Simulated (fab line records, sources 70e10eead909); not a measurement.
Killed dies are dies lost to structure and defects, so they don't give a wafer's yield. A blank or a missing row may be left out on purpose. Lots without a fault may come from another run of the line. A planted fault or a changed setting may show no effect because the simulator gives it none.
Chamber matching | flow nand_harc | NHARC_A_CONTACT_ETCH_106 on rie_diel-09: 4 sister chambers
The step etches the open film in CF4/O2, target depth 90 nm, overetch 9 nm, time 49.5 s. 33 wafers are shown with their chamber, then 12 later ones without.

WAFERS WITH THEIR CHAMBER
wafer  | chamber | showerhead_plenum_p_Torr (Torr) | drypump_motor_current_A (A) | rf_vpp_V (V)
L075.3 | 0       | 1.30                            | 5.2                         | 196.7
L075.4 | 2       | 1.26                            | 4.7                         | 197.6
L075.6 | 0       | 1.30                            | 5.2                         | 195.9
L078.1 | 1       | 1.24                            | 6.0                         | 196.2
L078.2 | 3       | 1.44                            | 5.5                         | 198.8
L078.3 | 2       | 1.26                            | 4.6                         | 196.2
L081.1 | 3       | 1.44                            | 5.6                         | 199.7
L081.4 | 2       | 1.25                            | 4.7                         | 196.6
L081.5 | 0       | 1.30                            | 5.2                         | 197.0
L080.1 | 0       | 1.30                            | 5.2                         | 197.2
L080.2 | 3       | 1.44                            | 5.5                         | 201.5
L080.5 | 0       | 1.30                            | 5.2                         | 197.1
L079.2 | 2       | 1.25                            | 4.7                         | 196.0
L079.4 | 0       | 1.30                            | 5.2                         | 197.8
L079.5 | 3       | 1.44                            | 5.6                         | 201.4
L082.1 | 2       | 1.25                            | 4.7                         | 195.8
L082.2 | 1       | 1.24                            | 6.0                         | 197.1
L082.6 | 1       | 1.24                            | 6.0                         | 196.2
L084.2 | 1       | 1.24                            | 6.0                         | 195.6
L084.4 | 2       | 1.25                            | 4.6                         | 196.0
L084.6 | 0       | 1.30                            | 5.2                         | 197.3
L085.3 | 0       | 1.30                            | 5.2                         | 195.5
L085.5 | 2       | 1.25                            | 4.7                         | 195.9
L085.6 | 3       | 1.44                            | 5.5                         | 198.4
L086.2 | 2       | 1.25                            | 4.6                         | 196.7
L086.3 | 3       | 1.44                            | 5.6                         | 201.8
L086.5 | 0       | 1.30                            | 5.2                         | 197.3
L089.1 | 1       | 1.24                            | 6.0                         | 195.9
L089.5 | 1       | 1.24                            | 6.0                         | 197.1
L089.6 | 2       | 1.25                            | 4.6                         | 195.1
L090.2 | 2       | 1.25                            | 4.6                         | 196.0
L090.3 | 3       | 1.44                            | 5.5                         | 198.0
L090.6 | 2       | 1.25                            | 4.7                         | 196.9

SIGNATURES (means of the wafers above)
reading                  | chamber 0 | chamber 1 | chamber 2 | chamber 3 | scatter within a chamber
showerhead_plenum_p_Torr | 1.3000    | 1.2400    | 1.2518    | 1.4400    | 0.00238
drypump_motor_current_A  | 5.200     | 6.000     | 4.655     | 5.543     | 0.0391
rf_vpp_V                 | 196.867   | 196.350   | 196.255   | 199.943   | 0.949
Rule: a wafer's distance from a chamber is the root of the sum, over the readings, of the square of ((its reading less the chamber's mean) divided by the reading's scatter). The wafer belongs to the nearest chamber; if the next one is less than 2 further off, it can't be placed. The scatter: the root of (the sum of the squares of (reading less its chamber's mean) over the shown wafers, divided by (wafers less chambers)).

WAFERS WITHOUT THEIR CHAMBER
wafer  | showerhead_plenum_p_Torr (Torr) | drypump_motor_current_A (A) | rf_vpp_V (V)
L094.2 | 1.44                            | 5.6                         | 200.1
L094.4 | 1.24                            | 6.0                         | 196.0
L094.5 | 1.25                            | 4.7                         | 195.0
L093.3 | 1.44                            | 5.5                         | 199.3
L093.5 | 1.25                            | 4.7                         | 197.6
L093.6 | 1.24                            | 6.0                         | 195.5
L095.3 | 1.29                            | 5.2                         | 199.2
L095.5 | 1.44                            | 5.6                         | 199.8
L095.6 | 1.25                            | 4.6                         | 197.2
L097.2 | 1.44                            | 5.5                         | 200.6
L097.3 | 1.24                            | 6.0                         | 196.3
L097.4 | 1.29                            | 5.2                         | 198.3

WHICH CHAMBER EACH WENT THROUGH
wafer  | from the rows above | in truth
L094.2 | 3                   | 3
L094.4 | 1                   | 1
L094.5 | 2                   | 2
L093.3 | 3                   | 3
L093.5 | 2                   | 2
L093.6 | 1                   | 1
L095.3 | 0                   | 0
L095.5 | 3                   | 3
L095.6 | 2                   | 2
L097.2 | 3                   | 3
L097.3 | 1                   | 1
L097.4 | 0                   | 0
Placed correctly: 12 of 12. Can't be placed from these rows: 0. Placed wrongly: 0.
